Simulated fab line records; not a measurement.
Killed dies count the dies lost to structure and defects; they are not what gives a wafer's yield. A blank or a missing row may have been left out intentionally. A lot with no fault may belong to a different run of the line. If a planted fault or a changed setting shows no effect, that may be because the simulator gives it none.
Comparing a struck lot with a sound one ; flow nand harc ; 40 out of 1159 route steps
Sound: these wafers, L482.1, L482.4, L482.5. Struck: wafers L489.1, L489.6. The cause is given at the end.
For every step that has rows: the tool of each side, followed by ch and its chambers, followed by its first start. Under that, the readings that differ: sound wafers ; struck wafers ; difference of the means ; sigmas: that difference in standard deviations of wafers without a fault.
alike: same words and numbers on both sides, and readings whose means sit less than 2 such deviations apart. not compared: any withheld reading, any reading some wafer has no value for, any bound like >300 that may hide the same value, and any number with overlapping values for which the record gives no deviation.
Wherever a step has rows on one side only, a row that says differs or no value, or a row with sigmas, the two part there. Numbers that have no deviation but don't overlap get no sigmas and don't part them. A reading missing from all wafers of one side parts the sides only when that side holds two or more wafers.

first, 9 steps without rows for these wafers: NHARC_A_CONTACT_DEVELOP_41 (develop time 35 s); NHARC_A_CONTACT_DESCUM_47 (chemistry O2, time 3 s); NHARC_A_CONTACT_ETCH_48 (etches the open film in CF4, target depth 39 nm, time 65 s); NHARC_A_CONTACT_ETCH_49 (etches the open film in N2/H2, target depth 260 nm, time 475.3 s); NHARC_A_CONTACT_ETCH_50 (etches the open film in CF4/CHF3, target depth 84.7 nm, time 42.4 s); NHARC_A_CONTACT_ETCH_51 (etches the open film in O2/COS, target depth 3600 nm, time 936 s); NHARC_A_CONTACT_ETCH_111 (etches the open film in C4F8/O2/Ar, time 140 s, target depth 700 nm); NHARC_A_CONTACT_ETCH_112 (etches the open film in C4F8/O2/Ar, time 94 s, target depth 922 nm); NHARC_A_CONTACT_ETCH_113 (etches the open film in C4F8/O2/Ar, time 94 s, target depth 922 nm).
NHARC_A_CONTACT_ETCH_114: etches the open film in C4F8/O2/Ar, time 94 s, target depth 922 nm.
  sound on har cap etch-03 ch 0,1, day 17 02:22; struck on har cap etch-03 ch 0, day 19 15:47
  alike: oes air line au
  not compared: rf hours counter h
then, 28 steps without rows for these wafers: NHARC_A_CONTACT_ETCH_115 (etches the open film in C4F8/O2/Ar, time 94 s, target depth 922 nm); NHARC_A_CONTACT_ETCH_116 (etches the open film in C4F8/O2/Ar, time 94 s, target depth 922 nm); NHARC_A_CONTACT_ETCH_117 (etches the open film in C4F8/O2/Ar, time 94 s, target depth 922 nm); NHARC_A_CONTACT_ETCH_118 (etches the open film in C4F8/O2/Ar, time 94 s, target depth 922 nm); NHARC_A_CONTACT_ETCH_119 (etches the open film in C4F8/O2/Ar, time 94 s, target depth 922 nm); NHARC_A_CONTACT_ETCH_120 (etches the open film in C4F8/O2/Ar, time 94 s, target depth 922 nm); NHARC_A_CONTACT_ETCH_121 (etches the open film in C4F8/O2/Ar, time 94 s, target depth 922 nm); NHARC_A_CONTACT_ETCH_122 (etches the open film in C4F8/O2/Ar, time 95 s, target depth 930 nm); NHARC_A_CONTACT_ETCH_123 (etches the open film in C4F8/O2/Ar, time 253 s, target depth 1090 nm); NHARC_A_CONTACT_ETCH_90 (etches the open film in CH3F/O2, target depth 40 nm, time 85.7 s); NHARC_A_CONTACT_ETCH_96 (etches the open film in C4F6/O2, target depth 20 nm, time 10 s); NHARC_A_CONTACT_STRIP_99 (strips in N2/H2); NHARC_A_CONTACT_STRIP_100 (strips in CF4/CHF3); NHARC_A_CONTACT_STRIP_101 (strips in O2/COS); NHARC_A_CONTACT_ETCH_102 (etches the open film in CF4/O2, target depth 70 nm, overetch 7 nm, time 38.5 s); NHARC_A_CONTACT_STRIP_55 (strips in O2); NHARC_A_CONTACT_STRIP_56 (strips in post etch residue remover, time 600 s); NHARC_A_CONTACT_DEP_57 (deposits aC, target thk 2800 nm); NHARC_A_CONTACT_DEP_58 (deposits SiON, target thk 60 nm); NHARC_A_CONTACT_DEHYDRATE_59 (time 120 s); NHARC_A_CONTACT_HMDS_60 (time 30 s); NHARC_A_CONTACT_COAT_61 (time 75 s); NHARC_A_CONTACT_COAT_62 (time 65 s); NHARC_A_CONTACT_COAT_63 (resist thk 90 nm); NHARC_A_CONTACT_SOFTBAKE_64 (time 55 s); NHARC_A_CONTACT_EBR_65; NHARC_A_CONTACT_EXPOSE_66 (exposes mask A CC 2); NHARC_A_CONTACT_PEB_67 (peb time 65 s).
NHARC_A_CONTACT_DESCUM_74: chemistry O2, time 3 s.
  sound on rie diel-11 ch 0,1,3, day 17 07:42; struck on rie diel-05 ch 0,2, day 20 03:43
reading;sound;struck;difference;sigmas
hold;- - -;await dispo/6.1h/release await dispo/6.1h/release;no value on the sound wafers;
  alike: drypump motor current A, oes product au, rf vpp V, showerhead plenum p Torr, throttle valve pct
  not compared: rf hours counter h
-- the record jumps here: 4 days lie between the struck wafers' starts before and after (it left off in module A_CONTACT and takes up again in module END, whose first step shown is number 1159 of the route) --
NHARC_END_SORT_01:
  the record has rows for the struck wafers here (prober-01 ch 0, day 24 00:17) and none for the sound ones

== WHERE THEY PART ==
Last at NHARC_END_SORT_01 as far as this record goes, first at NHARC_A_CONTACT_DESCUM_74.

WHY: what had been put in by the simulator
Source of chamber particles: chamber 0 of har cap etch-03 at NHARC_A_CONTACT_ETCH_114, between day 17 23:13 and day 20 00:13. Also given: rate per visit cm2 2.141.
